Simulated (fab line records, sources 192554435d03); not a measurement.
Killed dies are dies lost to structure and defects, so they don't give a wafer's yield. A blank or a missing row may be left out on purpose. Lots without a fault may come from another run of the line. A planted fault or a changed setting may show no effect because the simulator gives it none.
Split-lot experiment | flow n5_finfet | 7 lots, 39 wafers read, on a route of 1938 steps

THE SPLIT
At N5_SD_EPI_N_DESCUM_14 (chemistry O2, time 7.9 s), the setting time_s was moved away from the recipe's 7.9 s on 15 of the 39 wafers read, by -60.0% to +43.3%. The other wafers ran this setting at the recipe's value.

The reading is taken at the split's own step.

THE READING
CAR-ArF-block_of_SD_EPI_N_COAT_03.thk_nm (the simulator's own value, which no gauge read), in nm, at N5_SD_EPI_N_DESCUM_14 (chemistry O2, time 7.9 s). The file gives no usual value for it. The 24 wafers here that ran the recipe average 143.5 nm, standard deviation 0.43 nm.

wafer  | tool, chamber at the split | time_s as run, s | against the recipe | CAR-ArF-block_of_SD_EPI_N_COAT_03.thk_nm, nm | against lot-mates on the recipe
L077.1 | rie_diel-03, 0,3           | 10.38            | +31.4%             | 142.2                                        | -1.1
L077.3 | rie_diel-03, 0,3           | 10.38            | +31.4%             | 142.2                                        | -1.1
L077.2 | rie_diel-03, 1             | 10.38            | +31.4%             | 142                                          | -1.3
L077.4 | rie_diel-03, 3             | 7.9              | recipe             | 143                                          | -
L077.5 | rie_diel-03, 1,0           | 7.9              | recipe             | 143.4                                        | -
L077.6 | rie_diel-03, 1,0           | 7.9              | recipe             | 143.4                                        | -
L080.1 | rie_diel-01, 0,2           | 7.9              | recipe             | 143.4                                        | -
L080.6 | rie_diel-01, 0,2           | 7.9              | recipe             | 143.4                                        | -
L080.2 | rie_diel-01, 1             | 7.9              | recipe             | 144                                          | -
L080.5 | rie_diel-01, 1             | 7.9              | recipe             | 144                                          | -
L080.3 | rie_diel-01, 2             | 7.9              | recipe             | 143.2                                        | -
L080.4 | rie_diel-01, 3             | 7.9              | recipe             | 144.2                                        | -
L086.1 | rie_diel-01, 1             | 7.9              | recipe             | 143.4                                        | -
L086.2 | rie_diel-01, 0,1           | 11.32            | +43.3%             | 141.2                                        | -2.0
L086.6 | rie_diel-01, 0,1           | 11.32            | +43.3%             | 141.2                                        | -2.0
L086.3 | rie_diel-01, 3             | 7.9              | recipe             | 143                                          | -
L086.4 | rie_diel-01, 0             | 11.32            | +43.3%             | 140.8                                        | -2.4
L086.5 | rie_diel-01, 3             | 7.9              | recipe             | 143.2                                        | -
L087.1 | rie_diel-03, 1,2           | 7.9              | recipe             | 143.4                                        | -
L087.4 | rie_diel-03, 1,2           | 7.9              | recipe             | 143.4                                        | -
L087.3 | rie_diel-03, 3             | 7.9              | recipe             | 143.6                                        | -
L089.1 | rie_diel-01, 2,0           | 10.8             | +36.7%             | 141.4                                        | -1.9
L089.2 | rie_diel-01, 2,0           | 10.8             | +36.7%             | 141.4                                        | -1.9
L089.3 | rie_diel-01, 1,0           | 7.9              | recipe             | 143                                          | -
L089.5 | rie_diel-01, 1,0           | 7.9              | recipe             | 143                                          | -
L089.4 | rie_diel-01, 1             | 10.8             | +36.7%             | 142                                          | -1.3
L089.6 | rie_diel-01, 2             | 7.9              | recipe             | 143.8                                        | -
L096.1 | rie_diel-03, 2,1           | 9.133            | +15.6%             | 143.4                                        | -0.8
L096.2 | rie_diel-03, 2,1           | 9.133            | +15.6%             | 143.4                                        | -0.8
L096.3 | rie_diel-03, 0             | 7.9              | recipe             | 144.4                                        | -
L096.4 | rie_diel-03, 3             | 7.9              | recipe             | 144.2                                        | -
L096.5 | rie_diel-03, 2             | 7.9              | recipe             | 144                                          | -
L096.6 | rie_diel-03, 3             | 9.133            | +15.6%             | 143                                          | -1.2
L097.1 | rie_diel-05, 2             | 7.9              | recipe             | 143.2                                        | -
L097.2 | rie_diel-05, 3,0           | 3.16             | -60.0%             | 145.8                                        | +2.7
L097.4 | rie_diel-05, 3,0           | 3.16             | -60.0%             | 145.8                                        | +2.7
L097.3 | rie_diel-05, 1             | 3.16             | -60.0%             | 146                                          | +2.9
L097.5 | rie_diel-05, 2,1           | 7.9              | recipe             | 143                                          | -
L097.6 | rie_diel-05, 2,1           | 7.9              | recipe             | 143                                          | -
Where a row lists several chambers, the file gives one row for several wafers and doesn't say which wafer went through which chamber.

THE FIT
A straight line over all 39 wafers: CAR-ArF-block_of_SD_EPI_N_COAT_03.thk_nm changes by -0.0447 nm for each +1% of time_s; r = -0.93; the points scatter about the line by 0.43 nm.
The same after taking each lot's own level away (the mean of its wafers on the recipe; 39 wafers): -0.0462 nm for each +1%; r = -0.97; scatter 0.27 nm.
On that fit, the largest move of time_s shifts the reading by 2.8 nm.
The lots' own levels span 143.07 to 144.20 nm, that is 2.6 times the standard deviation above.
So the lot-to-lot level changes the slope little: the two slopes agree.
Check: with one of the wafers moved furthest among these (-60.0%) left out of the fit, the line predicts +2.78 nm for it against its lot-mates. It came out at +2.73 nm against them.

OTHER SPLITS ON THESE WAFERS
These wafers also went through other splits before the reading. Each is held against what the fit with the lots' levels taken away leaves over:
other split on the same wafers                 | wafers away from the commonest value | r with CAR-ArF-block_of_SD_EPI_N_COAT_03.thk_nm (lot level and that fit taken away)
N5_PMOS_HMC_CHANNEL_EPI_HM_DEP_34 target_thk_a | 15                                   | -0.17
N5_DUMMY_GATE_DESCUM_20 time_s                 | 15                                   | -0.24

THE FILE'S OWN FIT
CAR-ArF-block_of_SD_EPI_N_COAT_03.thk_nm changes by -0.0462 nm for each +1% of time_s, r = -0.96.
